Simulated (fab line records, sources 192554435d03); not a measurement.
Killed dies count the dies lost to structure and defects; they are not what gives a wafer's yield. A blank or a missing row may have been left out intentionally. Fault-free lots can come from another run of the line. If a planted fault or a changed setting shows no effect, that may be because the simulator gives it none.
fab line records	flow n5-finfet
record lots=7	wafers=21	last-day=17
route steps=1938 shown STI_FIN_REVEAL@188 PASSIVATION@1936
lots with no fault: from the same line, run without faults
start-h: hours from the record's first day to the start of the lot's first wafer shown	wait-h: hours from the lot's prior step to this one	" unchanged from the row above	L1.1+2: a row that stands for several wafers	- value missing, or start not given	* or withheld: withheld	< > ~ a bound
route shown NAME@n: names a module that has steps shown in the file, with the first one's number in the route	usual: average and standard deviation across the fault-free wafers	same: alike in all rows	chamber/n: place in a boat	sites: readings site by site	_std_site: how widely they spread, as a standard deviation	_edge_site: inner sites' mean taken away from outer sites' mean	radius-mm: how far each site lies from the wafer's centre	mask NAME#n: copy n	behind: the most recent tool/chamber to have shaped the wafer	hold: reason for holding the lot/hours on hold/outcome of the hold	device: which transistor (n, p or np) failed to switch	end of line: the same wafers' tests at the end of the route	a step without rows: its recipe alone	killed: count of dies lost to structure and defects at first sort (not the wafer's yield)	map: a wafer's dies, marking killed ones x, the rest . and places with no die _
set.NAME: setting as actually run; set.NAME@STEP: the setting as run at that earlier step	model.NAME: the simulator's own value behind a step, which no gauge read
lots seen at some steps along the route; tables by step, rows by wafer
services: when a tool's chamber went out of use (start-h, in hours from the record's first day, below 0 if earlier), for how many hours, and the reason
## steps
# step N5_STI_FIN_REVEAL_THK_MEAS_05
# usual thk-nm=132.5/1.7
lot.wafer	tool	chamber	start-h	wait-h	thk-nm
L497.1	film-metro-02	-	46.72	-	132.1
L497.3	"	-	"	"	131.0
L497.4	"	-	"	"	132.6
L498.3	film-metro-02	-	51.47	-	132.0
L498.4	"	-	"	"	130.6
L498.6	"	-	"	"	133.3
L499.3	film-metro-01	-	57.33	-	132.7
L499.4	"	-	"	"	131.8
L499.5	"	-	"	"	132.8
L508.2	film-metro-02	-	113.45	-	132.6
L508.3	"	-	"	"	136.0
L508.5	"	-	"	"	131.3
L511.1	film-metro-02	-	130.65	-	131.6
L511.3	"	-	"	"	133.2
L511.4	"	-	"	"	132.9
L517.1	film-metro-01	-	166.07	-	130.3
L517.2	"	-	"	"	130.8
L517.4	"	-	"	"	128.6
L518.3	film-metro-01	-	171.84	-	133.4
L518.4	"	-	"	"	136.8
L518.5	"	-	"	"	132.1
# step N5_STI_FIN_REVEAL_DENSIFY_30
# recipe temp-c=*	time-s=*	ambient=N2	idle-temp-c=600	ramp-up-c-per-s=150	ramp-down-c-per-s=60	cool-to-c=600
# usual lamp-power-pct=11.53/0.057	lamp_zone_2_pct=11.527/0.021	wafer_temp_C_max=*
lot.wafer	tool	chamber	start-h	wait-h	lamp-power-pct	lamp_zone_2_pct	wafer_temp_C_max
L497.1	rtp-anneal-01	0	46.75	0.0	11.51	11.552	*
L497.3	"	0	"	"	11.48	11.513	*
L497.4	"	0	"	"	11.48	11.508	*
L498.3	rtp-anneal-01	0	51.56	0.1	11.46	11.511	*
L498.4	"	0	"	"	11.50	11.542	*
L498.6	"	0	"	"	11.51	11.495	*
L499.3	rtp-anneal-01	0	57.57	0.2	11.56	11.523	*
L499.4	"	0	"	"	11.54	11.521	*
L499.5	"	0	"	"	11.50	11.543	*
L508.2	rtp-anneal-01	0	113.50	0.1	11.42	11.562	*
L508.3	"	0	"	"	11.54	11.538	*
L508.5	"	0	"	"	11.56	11.571	*
L511.1	rtp-anneal-02	0	130.75	0.1	11.63	11.532	*
L511.3	"	0	"	"	11.57	11.505	*
L511.4	"	0	"	"	11.47	11.506	*
L517.1	rtp-anneal-02	0	166.10	0.0	11.58	11.543	*
L517.2	"	0	"	"	11.50	11.537	*
L517.4	"	0	"	"	11.56	11.555	*
L518.3	rtp-anneal-01	0	172.05	0.2	11.59	11.470	*
L518.4	"	0	"	"	11.64	11.533	*
L518.5	"	0	"	"	11.56	11.513	*
# step N5_STI_FIN_REVEAL_ETCHBACK_08
# recipe chemistry=C4F6/O2	target=SiO2	target-depth-a=305	time-s=10.167	ion-energy-ev=250	pressure-mtorr=30	source-w=345	bias-w=185	Ar_flow_sccm=300	C4F6_flow_sccm=10	O2_flow_sccm=10
# usual O2_flow_sccm=10.001/0.029	drypump-motor-current-A=5.4/0.55	oes-product-au=0.74/0.075	rf-vpp-V=666/20	showerhead-plenum-p-Torr=2.81/0.087	throttle-valve-pct=21.12/0.26
lot.wafer	tool	chamber	start-h	wait-h	O2_flow_sccm	drypump-motor-current-A	oes-product-au	rf-hours-counter-h	rf-vpp-V	showerhead-plenum-p-Torr	throttle-valve-pct
L497.1	rie-diel-04	2	46.96	0.2	9.970	5.3	0.75	141	646	2.74	20.82
L497.3	"	1	"	"	9.940	5.4	0.69	208	679	2.68	20.95
L497.4	"	0	"	"	10.009	5.5	0.71	201	678	2.83	21.52
L498.3	rie-diel-01	0	51.74	0.2	9.938	4.9	0.69	226	699	2.83	21.27
L498.4	"	2	"	"	10.002	6.3	0.68	204	648	2.80	21.12
L498.6	"	2	"	"	10.019	6.3	0.68	-	648	2.80	21.14
L499.3	rie-diel-04	0	57.72	0.1	10.017	5.5	0.71	205	676	2.82	21.54
L499.4	"	3	"	"	9.998	4.9	0.73	154	708	2.98	21.52
L499.5	"	2	"	"	9.984	5.3	0.75	-	647	2.73	20.82
L508.2	rie-diel-04	2	113.69	0.2	10.029	5.3	0.73	165	647	2.73	20.84
L508.3	"	3	"	"	9.953	4.9	0.71	173	707	2.97	21.53
L508.5	"	3	"	"	9.968	4.9	0.71	-	707	2.97	21.53
L511.1	rie-diel-05	3	130.97	0.2	9.951	4.9	0.75	170	638	2.74	21.31
L511.3	"	1	"	"	9.959	6.4	0.74	155	673	2.75	21.25
L511.4	"	1	"	"	10.045	6.4	0.74	-	673	2.75	21.25
L517.1	rie-diel-05	2	166.31	0.2	9.972	5.2	0.84	62	670	2.89	20.79
L517.2	"	0	"	"	9.994	6.0	0.96	8	674	2.78	20.66
L517.4	"	3	"	"	9.971	4.9	0.73	183	638	2.73	21.33
L518.3	rie-diel-01	2	172.20	0.1	10.040	6.3	0.67	239	647	2.79	21.18
L518.4	"	3	"	"	9.972	4.9	0.67	242	669	2.77	20.81
L518.5	"	0	"	"	10.024	4.9	0.95	-	699	2.82	21.12
# step N5_STI_FIN_REVEAL_STRIP_24
# recipe chemistry=N2/H2	time-s=90	power-w=100	temp-c=40	pressure-mtorr=100	rf-frequency-hz=6e+07	bias-power-w=3	n2-flow-sccm=300	h2-flow-sccm=300
# usual drypump-motor-current-A=5.4/0.56	oes-product-au=0.74/0.073	rf-vpp-V=45.3/0.83	showerhead-plenum-p-Torr=3.34/0.087	throttle-valve-pct=12.23/0.27
lot.wafer	tool	chamber	start-h	wait-h	drypump-motor-current-A	oes-product-au	rf-hours-counter-h	rf-vpp-V	showerhead-plenum-p-Torr	throttle-valve-pct
L497.1	rie-diel-04	2	47.00	0.0	5.3	0.75	141	45.8	3.28	12.02
L497.3	"	1	"	"	5.3	0.71	208	45.6	3.21	12.41
L497.4	"	0	"	"	5.5	0.71	201	45.8	3.35	12.62
L498.3	rie-diel-01	0	51.78	0.0	4.9	0.69	226	46.1	3.30	12.30
L498.4	"	2	"	"	6.3	0.71	204	46.2	3.36	12.44
L498.6	"	2	"	"	6.3	0.71	-	46.0	3.36	12.46
L499.3	rie-diel-04	0	57.76	0.0	5.5	0.71	205	44.0	3.35	12.62
L499.4	"	3	"	"	4.9	0.74	154	45.1	3.49	12.35
L499.5	"	2	"	"	5.3	0.74	-	44.9	3.28	12.03
L508.2	rie-diel-04	2	113.72	0.0	5.3	0.74	165	44.5	3.27	12.06
L508.3	"	3	"	"	4.9	0.72	173	44.6	3.48	12.39
L508.5	"	3	"	"	4.9	0.72	-	45.3	3.48	12.39
L511.1	rie-diel-05	3	131.00	0.0	4.9	0.76	170	45.7	3.23	12.28
L511.3	"	1	"	"	6.5	0.75	155	44.2	3.27	12.30
L511.4	"	1	"	"	6.4	0.75	-	45.7	3.27	12.30
L517.1	rie-diel-05	2	166.34	0.0	5.2	0.84	62	46.3	3.41	11.71
L517.2	"	0	"	"	5.9	0.94	8	44.9	3.33	11.77
L517.4	"	3	"	"	4.9	0.74	184	45.3	3.23	12.30
L518.3	rie-diel-01	2	172.24	0.0	6.3	0.69	239	45.2	3.34	12.54
L518.4	"	3	"	"	4.9	0.67	242	45.4	3.34	12.27
L518.5	"	0	"	"	4.9	0.95	-	44.8	3.29	11.78
# step N5_STI_FIN_REVEAL_PRECLEAN_25
# recipe chemistry=SPM	time-s=90	temp-c=120	mix=4:1
# step N5_STI_FIN_REVEAL_PRECLEAN_26
# recipe chemistry=SC1	time-s=45	temp-c=46	mix=1:2:100
# step N5_STI_FIN_REVEAL_PRECLEAN_29
# recipe chemistry=DHF	time-s=30	temp-c=25	dilution=300:1
# step N5_STI_FIN_REVEAL_SRD_12
# recipe time-s=30	temp-c=23	rinse-liquid=diw	dry=ipa-marangoni
# step N5_STI_FIN_REVEAL_RECESS_09
# recipe chemistry=HF/NH3	target=SiO2	afs-cycles=11	target-depth-a=425	temp-c=30	sublimation-temp-c=180	sublimation-time-s=60
# usual drypump-motor-current-A=5.5/0.35	foreline-p-Torr=0.1280/0.00062
# same sublimation-time-s=60
lot.wafer	tool	chamber	start-h	wait-h	drypump-motor-current-A	foreline-p-Torr
L497.1	vapor-etch-01	0	47.22	0.0	5.8	0.1283
L497.3	"	0	"	"	5.8	0.1278
L497.4	"	1	"	"	5.0	0.1274
L498.3	vapor-etch-01	0	52.52	0.6	5.8	0.1267
L498.4	"	1	"	"	5.0	0.1275
L498.6	"	1	"	"	5.0	0.1287
L499.3	vapor-etch-01	1	58.51	0.6	5.0	0.1280
L499.4	"	0	"	"	5.8	0.1278
L499.5	"	0	"	"	5.8	0.1286
L508.2	vapor-etch-01	0	113.94	0.0	5.8	0.1275
L508.3	"	1	"	"	5.0	0.1283
L508.5	"	0	"	"	5.8	0.1272
L511.1	vapor-etch-01	1	131.22	0.0	5.0	0.1283
L511.3	"	1	"	"	5.0	0.1277
L511.4	"	0	"	"	5.8	0.1285
L517.1	vapor-etch-02	0	166.56	0.0	5.7	0.1267
L517.2	"	1	"	"	5.5	0.1278
L517.4	"	0	"	"	5.8	0.1281
L518.3	vapor-etch-02	1	172.98	0.6	5.5	0.1285
L518.4	"	0	"	"	5.8	0.1281
L518.5	"	1	"	"	5.5	0.1278
# step N5_STI_FIN_REVEAL_STRIP_16
# recipe chemistry=H3PO4	material=SiNx	temp-c=165	target-depth-a=238	overetch-fraction=0.4964	dry=ipa-marangoni
# step N5_STI_FIN_REVEAL_PRECLEAN_17
# recipe chemistry=NF3:NH3	afs-cycles=1	temp-c=30	time-s=20	sublimation-temp-c=180	sublimation-time-s=60	pressure-torr=3	rf-power-w=30
# step N5_STI_FIN_REVEAL_ETCH_34
# recipe chemistry=H2	mode=isotropic	material=Si	target=Si	target-depth-a=9.7	temp-c=20	pressure-mtorr=4.5	icp-w=300	bias-w=0	h2-flow-sccm=7.5	he-flow-sccm=142.5
# step N5_STI_FIN_REVEAL_OXIDATION_31
# recipe chemistry=O2_PLASMA_REMOTE	temp-c=150	time-s=20	pressure-mtorr=1000	source-power-w=2000	o2-flow-sccm=3000
# usual chamber-pressure-mTorr=1000.1/0.97	drypump-motor-current-A=5.4/0.4	heater-power-w=135/4.8	o2-flow-sccm=3000/8.4
lot.wafer	tool	chamber	start-h	wait-h	chamber-pressure-mTorr	drypump-motor-current-A	heater-power-w	o2-flow-sccm	rf-hours-counter-h	model.Si_of_PMOS_HMC_CHANNEL_EPI_EPI_26.thk-nm
L497.1	plasma-asher-01	0	49.56	0.2	-	-	-	-	-	3.271
L497.3	"	0	"	"	-	-	-	-	-	3.36
L497.4	"	1	"	"	-	-	-	-	-	3.285
L498.3	plasma-asher-01	0	54.16	0.1	-	-	-	-	-	3.383
L498.4	"	1	"	"	-	-	-	-	-	3.342
L498.6	"	0	"	"	-	-	-	-	-	3.367
L499.3	plasma-asher-01	1	60.15	0.1	-	-	-	-	-	3.225
L499.4	"	0	"	"	-	-	-	-	-	3.266
L499.5	"	0	"	"	-	-	-	-	-	3.284
L508.2	plasma-asher-02	0	116.11	0.0	999.6	5.1	143	2994	97	3
L508.3	"	1	"	"	1001.4	5.8	134	3003	-	3
L508.5	"	1	"	"	999.8	5.8	135	3010	-	3
L511.1	plasma-asher-01	0	133.37	0.0	1001.9	5.8	134	2989	49	3
L511.3	"	0	"	"	999.8	5.8	134	2995	-	3
L511.4	"	1	"	"	999.5	4.9	131	2999	-	3
L517.1	plasma-asher-01	1	168.71	0.0	1001.1	4.9	132	3008	57	3
L517.2	"	0	"	"	1001.3	5.8	134	2997	57	3
L517.4	"	1	"	"	1001.2	4.9	132	2996	-	3
L518.3	plasma-asher-02	0	174.62	0.1	999.2	5.1	142	3009	-	2.8
L518.4	"	1	"	"	1001.2	5.8	136	2992	-	3
L518.5	"	0	"	"	1000.3	5.1	144	3006	-	3
# step N5_STI_FIN_REVEAL_PRECLEAN_32
# recipe chemistry=NF3:NH3	afs-cycles=1	temp-c=30	time-s=20	sublimation-temp-c=180	sublimation-time-s=60	pressure-torr=3	rf-power-w=30
# step N5_STI_FIN_REVEAL_STRIP_35
# recipe chemistry=H3PO4	material=Si3N4	temp-c=165	target-depth-a=40	time-s=39
# step N5_STI_FIN_REVEAL_SRD_21
# recipe dry=ipa-marangoni	time-s=30	temp-c=23	rinse-liquid=diw
# step N5_STI_FIN_REVEAL_OXIDATION_33
# recipe chemistry=O2_PLASMA_REMOTE	temp-c=150	time-s=20	pressure-mtorr=1000	source-power-w=2000	o2-flow-sccm=3000
# usual chamber-pressure-mTorr=1000.0/1.1	drypump-motor-current-A=5.4/0.41	heater-power-w=135/4.6	o2-flow-sccm=3001/8.6
lot.wafer	tool	chamber	start-h	wait-h	chamber-pressure-mTorr	drypump-motor-current-A	heater-power-w	o2-flow-sccm	rf-hours-counter-h
L497.1	plasma-asher-01	1	49.92	0.0	999.9	4.9	132	2993	35
L497.3	"	1	"	"	999.3	4.9	130	2992	-
L497.4	"	0	"	"	1000.9	5.8	129	2999	-
L498.3	plasma-asher-01	1	54.51	0.0	1000.8	4.9	133	2996	-
L498.4	"	0	"	"	1001.0	5.8	135	3019	-
L498.6	"	1	"	"	999.1	4.9	132	3015	-
L499.3	plasma-asher-02	0	60.50	0.0	999.6	5.1	144	3005	-
L499.4	"	1	"	"	1002.4	5.8	134	2975	-
L499.5	"	1	"	"	999.6	5.8	138	3005	-
L508.2	plasma-asher-01	0	116.47	0.0	999.0	5.8	135	3009	47
L508.3	"	0	"	"	1000.8	5.8	130	3000	-
L508.5	"	0	"	"	999.3	5.8	132	2992	-
L511.1	plasma-asher-01	0	133.72	0.0	1000.7	5.8	134	2998	50
L511.3	"	0	"	"	998.5	5.8	132	3001	-
L511.4	"	1	"	"	1000.0	4.9	128	2994	-
L517.1	plasma-asher-02	1	169.24	0.0	998.6	5.8	135	2990	108
L517.2	"	0	"	"	1000.2	5.1	143	3003	108
L517.4	"	1	"	"	998.5	5.8	135	2986	-
L518.3	plasma-asher-02	0	174.97	0.0	999.1	5.1	143	2994	-
L518.4	"	1	"	"	999.5	5.8	136	2998	-
L518.5	"	1	"	"	1000.6	5.8	140	3013	-
# step N5_STI_FIN_REVEAL_CLEAN_19
# recipe chemistry=O3/DIW	temp-c=25	time-s=120	o3-ppm=10
lot.wafer	tool	chamber	start-h	wait-h	model.Si_of_PMOS_HMC_CHANNEL_EPI_EPI_26.thk-nm
L497.1+3+4	wet-bench-05	6,2,4	50.12	0.2	2.8
L498.3+4+6	wet-bench-06	1,4,6	54.58	0.0	2.8
L499.3	wet-bench-06	3	60.57	0.0	2.6
L499.4+5	"	7,6	"	"	2.8
L508.2+3+5	wet-bench-06	4,2,1	116.56	0.1	2.4
L511.1+3+4	wet-bench-04	0,5,3	133.81	0.1	2.4
L517.1+2+4	wet-bench-04	7,0,2	169.33	0.1	2.4
L518.3+4+5	wet-bench-05	2,4,1	175.04	0.0	2.4
# step N5_STI_FIN_REVEAL_SRD_23
# recipe dry=ipa-marangoni	time-s=30	temp-c=23	rinse-liquid=diw
# step N5_STI_FIN_REVEAL_CD_MEAS_22
# recipe target-cd-nm=6.238	pitch-nm=28	polarity=line
# usual cd-nm=6.3/0.31
lot.wafer	tool	chamber	start-h	wait-h	cd-nm
L497.1	cd-sem-01	-	50.19	0.0	7.2
L497.3	"	-	"	"	7.3
L497.4	"	-	"	"	7.8
L498.3	cd-sem-02	-	54.66	0.0	7.1
L498.4	"	-	"	"	7.3
L498.6	"	-	"	"	7.6
L499.3	cd-sem-02	-	60.65	0.0	7.6
L499.4	"	-	"	"	7.9
L499.5	"	-	"	"	7.4
L508.2	cd-sem-02	-	116.64	0.0	6.3
L508.3	"	-	"	"	6.0
L508.5	"	-	"	"	6.5
L511.1	cd-sem-02	-	133.89	0.0	6.3
L511.3	"	-	"	"	6.8
L511.4	"	-	"	"	6.2
L517.1	cd-sem-02	-	169.41	0.0	6.9
L517.2	"	-	"	"	6.3
L517.4	"	-	"	"	6.3
L518.3	cd-sem-01	-	175.12	0.0	6.7
L518.4	"	-	"	"	6.7
L518.5	"	-	"	"	5.8
# step N5_STI_FIN_REVEAL_FIN_H_MEAS_10
# usual trench-depth-nm=51.5/0.89
lot.wafer	tool	chamber	start-h	wait-h	trench-depth-nm
L497.1	ocd-01	-	50.22	0.0	52.6
L497.3	"	-	"	"	51.4
L497.4	"	-	"	"	51.1
L498.3	ocd-01	-	54.69	0.0	52.7
L498.4	"	-	"	"	51.6
L498.6	"	-	"	"	51.1
L499.3	ocd-01	-	60.68	0.0	52.4
L499.4	"	-	"	"	51.5
L499.5	"	-	"	"	52.3
L508.2	ocd-02	-	116.67	0.0	51.3
L508.3	"	-	"	"	50.4
L508.5	"	-	"	"	50.5
L511.1	ocd-02	-	133.92	0.0	52.4
L511.3	"	-	"	"	49.4
L511.4	"	-	"	"	49.9
L517.1	ocd-01	-	169.44	0.0	53.0
L517.2	"	-	"	"	53.1
L517.4	"	-	"	"	53.1
L518.3	ocd-02	-	175.15	0.0	50.7
L518.4	"	-	"	"	50.4
L518.5	"	-	"	"	51.0
# step N5_PASSIVATION_PROBE_49
# usual killed_at_M0_to_M3=35/11	killed_at_M4_up=13/5.7	killed-at-contacts=12/5.7	killed-at-front-end=40/11	killed-at-other=4/4.4	killed-dies=105/18	killed-open=68/14	killed-short=34/7.4
# same gross-dies=1180	killed-at-back-side=0
lot.wafer	tool	chamber	start-h	wait-h	killed_at_M0_to_M3	killed_at_M4_up	killed-at-contacts	killed-at-front-end	killed-at-other	killed-dies	killed-open	killed-short
L498.3	prober-01	-	268.84	0.1	51	13	9	48	1	122	83	37
L498.4	prober-01	-	268.89	0.2	40	24	16	52	3	135	99	35
L498.6	prober-01	-	268.99	0.3	56	12	4	48	6	126	86	38
L497.1	prober-01	-	282.66	0.0	62	5	8	27	5	107	71	29
L497.3	prober-01	-	282.76	0.1	36	11	10	45	7	109	58	39
# killed by level:class
L498.3 STI_FIN_REVEAL:geometric-particle:open=16 BEOL_M1:geometric-particle:open=16 BEOL_M0_SAQP:geometric-particle:short=9 DUMMY_GATE:geometric-particle:open=7 BEOL_M2:geometric-particle:open=7 FIN_SAQP:geometric-particle:short=6 BEOL_M4:geometric-particle:open=6 BEOL_M0_SAQP:geometric-particle:open=6
L498.4 STI_FIN_REVEAL:geometric-particle:open=15 FIN_SAQP:geometric-particle:open=14 MOL_CONTACT_COAG:geometric-particle:open=14 BEOL_M4:geometric-particle:open=13 BEOL_M3:geometric-particle:open=12 BEOL_M0_SAQP:geometric-particle:short=11 BEOL_M0_SAQP:geometric-particle:open=8 STARTING-WAFER:geometric-particle:short=7
L498.6 BEOL_M3:geometric-particle:open=22 STI_FIN_REVEAL:geometric-particle:open=15 BEOL_M0_SAQP:geometric-particle:short=14 FIN_SAQP:geometric-particle:open=10 BEOL_M0_SAQP:geometric-particle:open=9 BEOL_M4:geometric-particle:open=7 DUMMY_GATE:geometric-particle:open=5 GATE_CUT:geometric-particle:short=4
L497.1 BEOL_M3:geometric-particle:open=16 BEOL_M2:geometric-particle:open=11 BEOL_M0_SAQP:geometric-particle:open=9 STI_FIN_REVEAL:geometric-particle:open=8 BEOL_M0_SAQP:geometric-particle:short=8 BEOL_M1:geometric-particle:open=8 MOL_CONTACT_COAG:geometric-particle:open=6 FIN_SAQP:geometric-particle:open=5
L497.3 FIN_SAQP:geometric-particle:open=10 MOL_CONTACT_COAG:geometric-particle:open=9 BEOL_M2:geometric-particle:open=6 BEOL_M0_SAQP:geometric-particle:short=6 BEOL_M0_SAQP:geometric-particle:open=6 BEOL_M3:geometric-particle:short=6 GATE_CUT:geometric-particle:short=5 FIN_SAQP:geometric-particle:short=4
## services
tool	chamber	start-h	hours	kind
rie-diel-05	1	39.10	2.4	repair
plasma-asher-02	-	47.60	4.3	pm
rie-diel-05	-	71.46	0.8	repair
vapor-etch-01	0	84.92	7.1	repair
plasma-asher-01	-	96.63	1.2	repair
rie-diel-01	-	102.19	4.3	pm
vapor-etch-01	1	103.77	2.8	repair
rie-diel-01	2	107.31	5.2	repair
rie-diel-01	-	114.81	14.6	pm
rie-diel-05	0	119.05	-	clean
rie-diel-05	0	119.05	-	consumable-replace:focus-ring
rie-diel-05	0	119.05	23.4	scheduled-down
rie-diel-05	0	119.05	23.4	vent-cycle
rie-diel-05	2	120.99	4.6	repair
wet-bench-04	-	138.86	4.6	repair
rie-diel-01	0	141.86	-	clean
rie-diel-01	0	141.86	-	consumable-replace:focus-ring
rie-diel-01	0	141.86	13.6	scheduled-down
rie-diel-04	1	152.74	6.5	repair
rie-diel-04	1	165.36	-	clean
rie-diel-04	1	165.36	-	consumable-replace:focus-ring
rie-diel-04	1	165.36	-	consumable-replace:showerhead
rie-diel-04	1	165.36	12.3	scheduled-down
rie-diel-04	1	165.36	12.3	vent-cycle
## key
first-sign step=N5_STI_FIN_REVEAL_OXIDATION_31	reading=tool-record	direction=missing
effect step=N5_STI_FIN_REVEAL_CD_MEAS_22	reading=cd-nm	direction=up	sigmas=3.7	usual=6.3	struck=7.5
model-effect step=N5_STI_FIN_REVEAL_OXIDATION_31	value=Si_of_PMOS_HMC_CHANNEL_EPI_EPI_26.thk-nm	without=2.978	struck=3.309
model-effect step=N5_STI_FIN_REVEAL_CLEAN_19	value=Si_of_PMOS_HMC_CHANNEL_EPI_EPI_26.thk-nm	without=2.4	struck=2.778
met-at N5_STI_FIN_REVEAL_OXIDATION_31
struck-wafers L497.1,L497.3,L497.4,L498.3,L498.4,L498.6,L499.3,L499.4,L499.5
tester-left-out L497,L498,L499
fault kind=skipped-step-whole	tool=plasma-asher-01	chamber=-	onset-h=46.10	steps=N5_STI_FIN_REVEAL_OXIDATION_31	scope=struck-lots-only
# tester-left-out: of these lots the tester's yield and bins aren't shown, on N5 and GAA mostly nor the transistor test; their killed dies are dies lost to structure and defects alone, not to doping, threshold or leakage, so they don't give the yield
